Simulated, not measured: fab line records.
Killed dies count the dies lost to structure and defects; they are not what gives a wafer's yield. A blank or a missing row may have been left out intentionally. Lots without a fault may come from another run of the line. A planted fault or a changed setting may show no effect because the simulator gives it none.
Matching of chambers	flow nand_harc	NHARC_A_M0_STRIP_18 on rie_diel-09 has 4 sister chambers
The step strips in N2/H2. 14 wafers are shown with their chamber, then 7 later ones without.

WAFERS, EACH WITH ITS CHAMBER
wafer	chamber	drypump_motor_current_A (A)	oes_product_au (a.u.)	rf_vpp_V (V)
L074.2	0	5.9	0.997	91.4
L074.4	1	6.7	0.985	91.9
L074.5	1	6.7	0.986	90.8
L077.1	3	5.9	1.035	90.4
L077.4	1	6.7	0.987	90.3
L077.6	3	5.9	1.028	91.2
L078.1	2	6.3	1.005	92.2
L078.3	1	6.7	0.988	91.5
L078.5	2	6.3	0.995	91.8
L081.2	2	6.3	1.003	91.9
L081.3	0	5.9	0.992	91.2
L081.5	1	6.7	0.984	91.1
L084.1	1	6.7	0.999	91.7
L084.2	3	6.0	1.001	91.1

SIGNATURES, as means of the wafers listed above
reading	chamber 0	chamber 1	chamber 2	chamber 3	scatter within a chamber
drypump_motor_current_A	5.900	6.700	6.300	5.933	0.0258
oes_product_au	0.99450	0.98817	1.00100	1.02133	0.0093
rf_vpp_V	91.300	91.217	91.967	90.900	0.479
Rule: a wafer lies at a distance from a chamber equal to the root of the sum of squares, over the readings, of (its reading less the chamber's mean, divided by the reading's scatter). The wafer belongs to the nearest chamber; if the next one is less than 2 further off, it can't be placed. The scatter: take each reading less its chamber's mean, square it, sum over the shown wafers, divide by the number of wafers less the number of chambers, and take the root.

WAFERS MISSING THEIR CHAMBER
wafer	drypump_motor_current_A (A)	oes_product_au (a.u.)	rf_vpp_V (V)
L084.3	6.3	1.008	93.2
L093.3	5.9	0.991	91.5
L093.5	5.9	1.016	92.1
L093.6	5.9	0.991	91.2
L096.1	5.9	0.985	91.3
L096.3	6.3	1.006	91.2
L096.4	6.7	1.002	90.4

EACH ONE'S CHAMBER
wafer	from the rows above	in truth
L084.3	2	2
L093.3	0	0
L093.5	can't be placed: 0 or 3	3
L093.6	0	0
L096.1	0	0
L096.3	2	2
L096.4	1	1
6 of 7 placed correctly. These rows do not allow placing 1 (true chamber among the candidates in 1). Placed wrongly: 0.
